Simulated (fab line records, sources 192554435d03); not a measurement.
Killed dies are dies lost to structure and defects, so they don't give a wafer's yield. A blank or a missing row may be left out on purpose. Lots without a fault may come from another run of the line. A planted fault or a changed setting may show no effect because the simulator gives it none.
A struck lot beside a sound one | flow n5_finfet | 20 steps out of a route of 1938
Sound: wafers L369.2, L369.5, L369.6. Struck: wafer L385.5. (L385.4, L385.6 of the same lot were not struck and are left out.) The cause comes at the end.
At each step with rows: each side's tool, then ch and its chambers, then its first start. Under that, the readings that differ: sound wafers | struck wafers | difference of the means | sigmas: that difference in standard deviations of wafers without a fault.
alike: readings whose means differ by less than 2 such deviations, and words and numbers that are the same on both sides. not compared: withheld readings, readings that some wafer has no value for, bounds like >300 that may hide the same value, and numbers for which the record gives no deviation and whose values overlap.
The two part at a step that has a row with sigmas, a row that says differs or no value, or rows on one side only. Numbers that don't overlap but have no deviation are shown without sigmas and don't part them. A reading that every wafer of one side lacks parts them only if that side has two wafers or more.

first, 1 step without rows for these wafers: N5_SD_EPI_P_STRIP_50 (strips in CHF3/O2).
N5_SD_EPI_P_SD_RECESS_17: chemistry HBr/Cl2/O2, target depth 39.1 nm, bt time 3 s.
  sound on rie_si-04 ch 0,1,2, day 4 02:00; struck on rie_si-04 ch 0, day 7 23:44
  alike: drypump_motor_current_A, oes_product_au, throttle_valve_pct
  not compared: rf_hours_counter_h
then, 1 step without rows for these wafers: N5_SD_EPI_P_WET_ETCH_45 (etches SiO2 in dHF, time 10.7 s, target depth 2 nm, rinse time 30 s).
N5_SD_EPI_P_STRIP_40: strips in N2/H2.
  sound on plasma_asher-02 ch 0,1, day 4 02:09; struck on plasma_asher-01 ch 0, day 7 23:54
  alike: drypump_motor_current_A, heater_power_w, oes_product_au
  not compared: rf_hours_counter_h
then, 5 steps without rows for these wafers: N5_SD_EPI_P_PRECLEAN_52 (cleans in O3/DIW, time 60 s); N5_SD_EPI_P_SRD_20 (time 30 s); N5_SD_EPI_P_PRECLEAN_51 (cleans in NF3:NH3, afs cycles 1, time 20 s, sublimation time 60 s); N5_SD_EPI_P_VAPOR_ETCH_44 (etches SiGe30 in NF3/Ar, time 3.3 s); N5_SD_EPI_P_EPI_21 (deposits SiGe:B, time 355 s).
N5_SD_EPI_P_EPI_MEAS_23:
  sound on film_metro-01, day 4 05:43; struck on film_metro-02, day 8 02:36
  alike: thk_nm
then, 2 steps without rows for these wafers: N5_SD_EPI_P_HM_STRIP_48 (strips SiNx in H3PO4, material SiNx, target depth 3 nm); N5_SD_EPI_P_SRD_49 (time 30 s).
N5_SD_EPI_P_PRECLEAN_24: cleans in O3/DIW, time 45 s.
  sound on wet_bench-03 ch 1,2,4, day 4 05:53; struck on wet_bench-06 ch 0,1,2, day 8 02:42
then, 3 steps without rows for these wafers: N5_SD_EPI_P_PRECLEAN_32 (cleans in dHF, time 10 s); N5_SD_EPI_P_PRECLEAN_33 (cleans in SC2, time 45 s); N5_SD_EPI_P_SRD_25 (time 30 s).
N5_SD_EPI_P_INSPECT_26: inspects for defects (darkfield).
  sound on defect_inspect-02, day 4 05:59; struck on defect_inspect-01, day 8 02:46
  reading          | sound       | struck | difference | sigmas
  raw_defect_count | 144 211 151 | 1199   | +1030      | +30
N5_SD_ACTIVATION_RTA_00: time 0 s.
  sound on rtp_anneal-01 ch 0, day 4 06:03; struck on rtp_anneal-01 ch 0, day 8 02:53
  alike: lamp_power_pct, wafer_temp_C_max
-- the record jumps here: 5 days lie between the struck wafers' starts before and after (it left off in module SD_ACTIVATION and takes up again in module BEOL_M4, whose first step shown is number 1111 of the route) --
N5_BEOL_M4_RC_MEAS_101:
  sound on prober-01 ch 0, day 8 15:46; struck on prober-01 ch 0, day 12 23:53
  reading        | sound          | struck | difference | sigmas
  IOFF_N (nA/um) | 0.29 0.16 0.14 | 0.28   | +0.08      | +2
  VT_N (mV)      | 241 251 251    | 240    | -8         | -2
  VT_P (mV)      | -247 -255 -255 | -244   | +8         | +2
  alike: DIBL_N, DIBL_P, IOFF_P, ION_N, ION_P, SS_N, SS_P
-- the record jumps here: 4 days lie between the struck wafers' starts before and after (it left off in module BEOL_M4 and takes up again in module PASSIVATION, whose first step shown is number 1936 of the route) --
N5_PASSIVATION_PROBE_49:
  the record has rows for the struck wafers here (prober-01, day 17 04:52) and none for the sound ones

WHERE THEY PART
First at N5_SD_EPI_P_INSPECT_26; last, within this record, at N5_PASSIVATION_PROBE_49.

WHY: what the simulator had put in
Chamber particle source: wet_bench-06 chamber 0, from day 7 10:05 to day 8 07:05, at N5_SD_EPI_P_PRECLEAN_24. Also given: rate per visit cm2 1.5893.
